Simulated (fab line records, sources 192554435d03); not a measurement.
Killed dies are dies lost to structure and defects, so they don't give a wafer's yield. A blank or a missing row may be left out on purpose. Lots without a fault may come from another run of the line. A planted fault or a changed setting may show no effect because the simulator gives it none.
Which tool did it? | flow n5_finfet | 9 lots, 26 wafers sampled, at 5 steps of a route of 1938

WHAT THE GAUGES READ, wafer by wafer
N5_BEOL_M4_RC_MEAS_101. Usual: DIBL_N 36.0 mV/V, standard deviation 1.8; DIBL_P 36.3 mV/V, standard deviation 2.4; IOFF_N 0.16 nA/um, standard deviation 0.035; IOFF_P 0.21 nA/um, standard deviation 0.036; ION_N 673 uA/um, standard deviation 13; ION_P 461 uA/um, standard deviation 7.2; SS_N 71.4 mV/dec, standard deviation 0.6; SS_P 73.2 mV/dec, standard deviation 0.7; VT_N 250 mV, standard deviation 4; VT_P -250.9 mV, standard deviation 2.9.
lot  | measured     | on        | DIBL_N (mV/V)  | DIBL_P (mV/V)  | IOFF_N (nA/um) | IOFF_P (nA/um) | ION_N (uA/um) | ION_P (uA/um) | SS_N (mV/dec)  | SS_P (mV/dec)  | VT_N (mV)   | VT_P (mV)            | flag
L336 | day 7 15:56  | prober-01 | 40.9 39.8 36.5 | 41.0 39.5 35.0 | 0.27 0.23 0.16 | 0.32 0.29 0.23 | 695 695 669   | 472 474 465   | 72.0 72.1 71.2 | 74.4 74.1 72.4 | 240 245 252 | -242.9 -243.5 -247.3 |
L339 | day 9 03:07  | prober-02 | 34.3 34.0 32.7 | 33.5 32.9 30.7 | 0.16 0.14 0.12 | 0.21 0.19 0.16 | 678 670 653   | 463 459 461   | 70.8 71.3 71.3 | 73.2 72.7 72.2 | 246 250 252 | -247.1 -249.6 -251.3 |
L340 | day 9 10:52  | prober-02 | 33.9 37.5 35.4 | 34.9 37.1 36.2 | 0.13 0.19 0.15 | 0.17 0.20 0.19 | 674 668 678   | 461 455 470   | 70.4 72.0 71.5 | 73.2 73.4 73.2 | 254 248 249 | -250.4 -251.0 -250.7 |
L349 | day 11 10:35 | prober-01 | 35.6 35.3      | 35.1 34.6      | 0.15 0.15      | 0.21 0.19      | 662 677       | 458 462       | 71.7 70.9      | 72.4 72.5      | 251 251     | -247.1 -251.7        |
L353 | day 12 16:12 | prober-02 | 35.5 34.0 36.1 | 37.7 35.7 37.6 | 0.18 0.14 0.17 | 0.22 0.19 0.23 | 683 682 680   | 467 469 457   | 70.6 71.1 71.8 | 73.8 72.9 73.7 | 247 251 247 | -248.6 -251.5 -248.3 |
L354 | day 12 22:46 | prober-01 | 37.1 35.1 37.7 | 38.5 35.2 38.7 | 0.16 0.12 0.17 | 0.23 0.20 0.24 | 678 664 680   | 465 463 470   | 71.7 71.3 71.9 | 73.3 72.1 73.4 | 251 257 250 | -248.7 -251.2 -249.4 |
L356 | day 12 22:59 | prober-02 | 36.0 33.0 37.4 | 35.9 32.7 36.6 | 0.15 0.11 0.16 | 0.20 0.16 0.21 | 675 668 667   | 461 459 457   | 71.1 70.9 71.4 | 74.0 73.1 73.7 | 252 253 253 | -250.9 -252.0 -251.4 |
L358 | day 14 07:43 | prober-02 | 37.5 37.7 36.6 | 39.3 39.7 38.0 | 0.18 0.18 0.16 | 0.24 0.25 0.23 | 691 680 685   | 475 471 474   | 71.0 72.0 71.1 | 73.8 74.1 73.4 | 246 247 246 | -246.5 -247.2 -248.1 |
L359 | day 14 06:26 | prober-01 | 37.2 37.9 39.3 | 37.1 36.6 38.0 | 0.16 0.16 0.20 | 0.21 0.21 0.25 | 673 681 687   | 457 461 464   | 71.4 72.1 72.2 | 73.4 74.0 73.7 | 250 250 247 | -252.4 -252.9 -246.7 |

WHICH TOOL RAN EACH LOT (tool, then ch and the chambers of the sampled wafers, then the start)
lot  | N5_BEOL_M0_SAQP_PECVD_97        | N5_BEOL_M0_SAQP_MANDREL_ETCH_20  | N5_BEOL_M0_SAQP_MANDREL1_REMOVE_100 | N5_BEOL_M0_SAQP_ETCH_101
L336 | pecvd-03 ch 0,1,2, day 5 17:05  | rie_si-06 ch 0,1,2, day 5 18:05  | rie_si-05 ch 1,3, day 5 19:17       | rie_diel-04 ch 0,2, day 5 19:26
L339 | pecvd-03 ch 1,2, day 6 07:15    | rie_si-02 ch 2,3, day 6 08:14    | rie_si-05 ch 1,2, day 6 10:00       | rie_diel-03 ch 0,1,3, day 6 10:09
L340 | pecvd-03 ch 0,1,2, day 6 12:19  | rie_si-05 ch 1,2, day 6 13:18    | rie_si-06 ch 1,2,3, day 6 14:29     | rie_diel-04 ch 0,2,3, day 6 14:38
L349 | pecvd-04 ch 0,1, day 8 19:16    | rie_si-06 ch 1,2, day 8 20:09    | rie_si-02 ch 1,2, day 8 21:34       | rie_diel-04 ch 2, day 8 21:41
L353 | pecvd-01 ch 0,2, day 9 16:29    | rie_si-02 ch 1,2, day 9 17:21    | rie_si-02 ch 1,2, day 9 18:31       | rie_diel-03 ch 1,2,3, day 9 18:40
L354 | pecvd-03 ch 0,1,2, day 9 22:25  | rie_si-05 ch 1,2, day 9 23:24    | rie_si-06 ch 0,1,2, day 10 00:35    | rie_diel-04 ch 0,2,3, day 10 00:44
L356 | pecvd-04 ch 0,1,2, day 10 18:38 | rie_si-05 ch 0,2,3, day 10 19:38 | rie_si-06 ch 0,1,2, day 10 20:51    | rie_diel-02 ch 0,2,3, day 10 21:00
L358 | pecvd-01 ch 0,2, day 11 01:36   | rie_si-05 ch 1,2,3, day 11 02:41 | rie_si-06 ch 1,3, day 11 03:56      | rie_diel-03 ch 0,1, day 11 04:14
L359 | pecvd-04 ch 0,1,2, day 11 06:10 | rie_si-06 ch 1,3, day 11 07:09   | rie_si-02 ch 1,3, day 11 08:20      | rie_diel-02 ch 0,2,3, day 11 08:29
- N5_BEOL_M0_SAQP_PECVD_97: deposits SiNx from SiH4/NH3/N2, target thk 23 nm, time 19.9 s.
- N5_BEOL_M0_SAQP_MANDREL_ETCH_20: etches a-Si in HBr/Cl2, stops on SiNx, target depth 60 nm, bt time 10 s, time 30 s.
- N5_BEOL_M0_SAQP_MANDREL1_REMOVE_100: chemistry HBr/Cl2/O2, target a-Si, stops on SiNx, bt time 10 s.
- N5_BEOL_M0_SAQP_ETCH_101: etches SiNx in CH3F/O2, target depth 29.9 nm, time 42.7 s.

WHAT THE TOOLS THEMSELVES READ (means of the sampled wafers that have a number; where no wafer has one, the mark that the record gives instead)
N5_BEOL_M0_SAQP_PECVD_97. Usual: heater_power_w 600 W, standard deviation 80; showerhead_plenum_p_Torr 5.12 Torr, standard deviation 0.041; throttle_valve_pct 40.9 %, standard deviation 2.5.
lot  | tool     | heater_power_w (W) | showerhead_plenum_p_Torr (Torr) | throttle_valve_pct (%) | flag
L336 | pecvd-03 | 579                | 5.13                            | 41.3                   |
L339 | pecvd-03 | 544                | 5.13                            | 42.3                   |
L340 | pecvd-03 | 547                | 5.13                            | 41.3                   |
L349 | pecvd-04 | 660                | 5.18                            | 42.9                   |
L353 | pecvd-01 | 498                | 5.06                            | 39.5                   |
L354 | pecvd-03 | 514                | 5.12                            | 41.4                   |
L356 | pecvd-04 | 704                | 5.16                            | 41.0                   |
L358 | pecvd-01 | 543                | 5.07                            | 39.5                   |
L359 | pecvd-04 | 679                | 5.15                            | 41.4                   |

N5_BEOL_M0_SAQP_MANDREL_ETCH_20. Usual: drypump_motor_current_A 5.8 A, standard deviation 0.39; he_backside_leak_sccm 2.8 sccm, standard deviation 0.37; oes_product_au 0.777 a.u., standard deviation 0.012; throttle_valve_pct 35.51 %, standard deviation 0.28.
lot  | tool      | drypump_motor_current_A (A) | he_backside_leak_sccm (sccm) | oes_product_au (a.u.) | throttle_valve_pct (%) | flag
L336 | rie_si-06 | 5.8                         | 2.9                          | 0.789                 | 35.56                  |
L339 | rie_si-02 | 5.7                         | 2.8                          | 0.781                 | 35.33                  |
L340 | rie_si-05 | 5.9                         | 3.1                          | 0.791                 | 35.60                  |
L349 | rie_si-06 | 5.5                         | 3.0                          | 0.686                 | 35.69                  | OFF
L353 | rie_si-02 | 5.8                         | 2.7                          | 0.771                 | 35.04                  |
L354 | rie_si-05 | 5.8                         | 3.0                          | 0.783                 | 35.62                  |
L356 | rie_si-05 | 6.1                         | 2.8                          | 0.776                 | 35.49                  |
L358 | rie_si-05 | 5.9                         | 2.8                          | 0.773                 | 35.37                  |
L359 | rie_si-06 | 5.6                         | 2.5                          | 0.764                 | 35.74                  |

N5_BEOL_M0_SAQP_MANDREL1_REMOVE_100. Usual: drypump_motor_current_A 5.8 A, standard deviation 0.39; he_backside_leak_sccm 2.8 sccm, standard deviation 0.38; oes_o_777_au 1.01 a.u., standard deviation 0.048; oes_product_au 1.004 a.u., standard deviation 0.014; throttle_valve_pct 36.71 %, standard deviation 0.3.
lot  | tool      | drypump_motor_current_A (A) | he_backside_leak_sccm (sccm) | oes_o_777_au (a.u.) | oes_product_au (a.u.) | throttle_valve_pct (%) | flag
L336 | rie_si-05 | 5.9                         | 2.8                          | 0.99                | 0.980                 | 36.88                  |
L339 | rie_si-05 | 5.8                         | 3.0                          | 1.10                | 1.007                 | 36.89                  |
L340 | rie_si-06 | 5.5                         | 2.8                          | 1.06                | 0.998                 | 36.85                  |
L349 | rie_si-02 | 5.8                         | 2.8                          | 0.99                | 1.004                 | 36.32                  |
L353 | rie_si-02 | 5.8                         | 2.9                          | 1.01                | 1.001                 | 36.32                  |
L354 | rie_si-06 | 5.9                         | 2.8                          | 1.04                | 1.004                 | 36.86                  |
L356 | rie_si-06 | 5.8                         | 2.9                          | 1.04                | 1.011                 | 36.85                  |
L358 | rie_si-06 | 5.8                         | 2.6                          | 1.07                | 0.998                 | 37.01                  |
L359 | rie_si-02 | 5.7                         | 2.9                          | 1.01                | 1.013                 | 36.47                  |

N5_BEOL_M0_SAQP_ETCH_101. Usual: drypump_motor_current_A 5.7 A, standard deviation 0.45; oes_o_777_au 0.76 a.u., standard deviation 0.074; oes_product_au 0.76 a.u., standard deviation 0.079; rf_vpp_V 297 V, standard deviation 4.7; showerhead_plenum_p_Torr 2.00 Torr, standard deviation 0.07; throttle_valve_pct 16.47 %, standard deviation 0.19.
lot  | tool        | drypump_motor_current_A (A) | oes_o_777_au (a.u.) | oes_product_au (a.u.) | rf_vpp_V (V) | showerhead_plenum_p_Torr (Torr) | throttle_valve_pct (%) | flag
L336 | rie_diel-04 | 5.6                         | 0.73                | 0.73                  | 292          | 1.94                            | 16.51                  |
L339 | rie_diel-03 | 5.7                         | 0.78                | 0.80                  | 301          | 2.02                            | 16.23                  |
L340 | rie_diel-04 | 5.9                         | 0.78                | 0.78                  | 293          | 2.02                            | 16.45                  |
L349 | rie_diel-04 | 5.8                         | 0.73                | 0.72                  | 290          | 2.00                            | 16.42                  |
L353 | rie_diel-03 | 5.7                         | 0.74                | 0.73                  | 299          | 2.00                            | 16.38                  |
L354 | rie_diel-04 | 5.9                         | 0.75                | 0.75                  | 293          | 2.01                            | 16.49                  |
L356 | rie_diel-02 | 5.5                         | 0.81                | 0.80                  | 298          | 1.98                            | 16.48                  |
L358 | rie_diel-03 | 5.8                         | 0.76                | 0.79                  | 305          | 1.99                            | 16.24                  |
L359 | rie_diel-02 | 5.5                         | 0.81                | 0.80                  | 299          | 1.98                            | 16.49                  |

THE ANSWER, worked out from the rows above alone
Rule: a lot is off if the mean of its wafers that have a number lies more than 3 standard deviations from the usual mean. A lot without any number at a reading at which 4 lots or more have one is off too. The other lots that the step has rows for count as sound. The gauges are gone through in route order, then the tools' own readings, and for those a lot's mean is taken as printed above. The first step at which some lot is off is used, and at that step the reading that is off furthest; a lot without a number counts as furthest.
Off: L349, at N5_BEOL_M0_SAQP_MANDREL_ETCH_20 (oes_product_au).
A tool fits if, at that step or a process step before it, it ran every lot that is off, and no sound lot after the first of them. None of those tried fits.

WHAT THE SIMULATOR HAD PUT IN
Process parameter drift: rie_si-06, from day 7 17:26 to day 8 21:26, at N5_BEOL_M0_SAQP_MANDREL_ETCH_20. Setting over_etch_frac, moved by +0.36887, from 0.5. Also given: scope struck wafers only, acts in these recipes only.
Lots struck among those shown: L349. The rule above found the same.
